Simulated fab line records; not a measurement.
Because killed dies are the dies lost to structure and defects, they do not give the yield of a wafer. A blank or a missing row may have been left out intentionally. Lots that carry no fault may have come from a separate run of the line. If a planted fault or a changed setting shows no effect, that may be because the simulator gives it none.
Problem report in the 8D (eight disciplines) form, filled by code + flow n5Finfet + the parts of the form that need people (team, actions taken, sign-off) are left out

## 1. THE PROBLEM
Mean of wafer_temp_C_max at N5_SD_ACTIVATION_LSA_01: 1159.8 across 6 wafers in 2 lots; on wafers with no fault it is 1086.4 (standard deviation 2.9). Measured from the usual mean, that is +25 standard deviations.
The step: time 0.0008 s.
Earliest sighting: wafer L410.3 on laserAnneal-01 at day 7 14:52. Wafers with a number at this step in the record: 36, from 12 lots. Rule for "out" (also "out of limits"): further than 4 standard deviations from the usual mean. The other wafers with a number count as sound.

## 2. WHAT IT IS AND WHAT IT IS NOT
| question                    | is                     | is not                                                              |
|-----------------------------|------------------------|---------------------------------------------------------------------|
| which readings at this step | wafer_temp_C_max       | -                                                                   |
| which lots                  | L410, L412             | L395, L396, L397, L398, L399, L400, L401, L402, L407, L415          |
| which wafers of those lots  | all that have a number | -                                                                   |
| read on which tools         | laserAnneal-01         | laserAnneal-02                                                      |
| when                        | from day 7 14:52       | up to then (27 sound wafers); but 3 sound wafers of L415 came after |

## 3. THE SUSPECTS, EACH WITH WHAT RULES IT OUT
Counting: any tool at a process step up to the reading is kept as a suspect provided that every lot that is out went through it and no sound lot did after the first of them.
- laserAnneal-01 at N5_SD_ACTIVATION_LSA_01 (time 0.0008 s): kept. It processed each lot that is out, first L410 at day 7 14:52, and no sound lot thereafter; up to then, the last sound lot it processed was L402 at day 5 20:10. On those wafers its own readings are out: wafer_temp_C_max.
The count leaves laserAnneal-01 at N5_SD_ACTIVATION_LSA_01.

## 4. THE CAUSE (what the simulator had put in)
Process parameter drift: laserAnneal-01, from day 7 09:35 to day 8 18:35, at N5_SD_ACTIVATION_LSA_01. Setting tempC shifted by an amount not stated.
After counting, this tool was the only one left.

## 5. THE EFFECT CHAIN, in route order
Rows list readings where the struck wafers' mean (over those with a number) sits beyond 3 standard deviations from the usual. Only readings for which the record gives a usual standard deviation are gone through. hours: the time from each lot's start at the first step in this table that gives one to its start at this step, as a median over the lots. sigmas: the change in usual standard deviations.
| hours | step                    | reading          | usual  | on struck wafers | change | sigmas |
|-------|-------------------------|------------------|--------|------------------|--------|--------|
| 0     | N5_SD_ACTIVATION_LSA_01 | wafer_temp_C_max | 1086.4 | 1159.8           | +73.4  | +25    |
It contains these process steps:
- N5_SD_ACTIVATION_LSA_01: time 0.0008 s.

## 6. WHAT WOULD HAVE CAUGHT IT SOONER
In this record the first reading out of limits was taken at day 7 14:52, 5 hours after the fault began at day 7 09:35.
